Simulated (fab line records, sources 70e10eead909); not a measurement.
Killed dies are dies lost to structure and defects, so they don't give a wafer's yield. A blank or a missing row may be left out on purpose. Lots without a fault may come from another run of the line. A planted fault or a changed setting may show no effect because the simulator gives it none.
Which tool did it? | flow nand_harc | 6 lots, 18 wafers sampled, at 3 steps of a route of 1159

WHAT THE GAUGES READ, wafer by wafer
NHARC_END_SORT_01.
lot  | measured     | on        | killed_at_other
L114 | day 19 22:40 | prober-02 | 0 0 0
L125 | day 22 12:31 | prober-01 | 0 1 7
L131 | day 23 16:56 | prober-01 | 0 0 0
L129 | day 23 23:53 | prober-01 | 0 0 0

WHICH TOOL RAN EACH LOT (tool, then ch and the chambers of the sampled wafers, then the start)
lot  | NHARC_THIN_TSV_DEP_47           | NHARC_THIN_TSV_ANNEAL_52
L114 | pecvd-01 ch 0,1,2, day 19 08:37 | rtp_anneal-02 ch 0, day 19 10:44
L116 | pecvd-01 ch 1,2, day 19 18:59   | rtp_anneal-01 ch 0, day 19 21:09
L125 | pecvd-01 ch 0,2, day 21 23:19   | rtp_anneal-01, day 22 01:34
L126 | pecvd-01 ch 1,2, day 22 17:58   | rtp_anneal-01 ch 0, day 22 20:05
L131 | pecvd-03 ch 1,2, day 23 03:14   | rtp_anneal-02 ch 0, day 23 05:32
L129 | pecvd-01 ch 0,1, day 23 08:45   | rtp_anneal-01 ch 0, day 23 10:55
- NHARC_THIN_TSV_DEP_47: deposits SiO2, target thk 200 nm.
- NHARC_THIN_TSV_ANNEAL_52: time 90 s.

THE ANSWER, worked out from the rows above alone
Rule: what is usual is taken from the lots themselves. Put in order of their means at a reading, lots are off if they are a third of the lots or fewer, leave a main group of 4 or more, and stand apart from it by a gap of 3 or more times the standard deviation of the main group's means; of several such gaps the widest counts. A main group whose means are all the same, to the digits that the tables above print for the reading, isn't used. A lot without any number at a reading at which 4 lots or more have one is off too. The other lots that the step has rows for count as sound.
No lot is off at any reading shown: from this, nothing can be told.

WHAT THE SIMULATOR HAD PUT IN
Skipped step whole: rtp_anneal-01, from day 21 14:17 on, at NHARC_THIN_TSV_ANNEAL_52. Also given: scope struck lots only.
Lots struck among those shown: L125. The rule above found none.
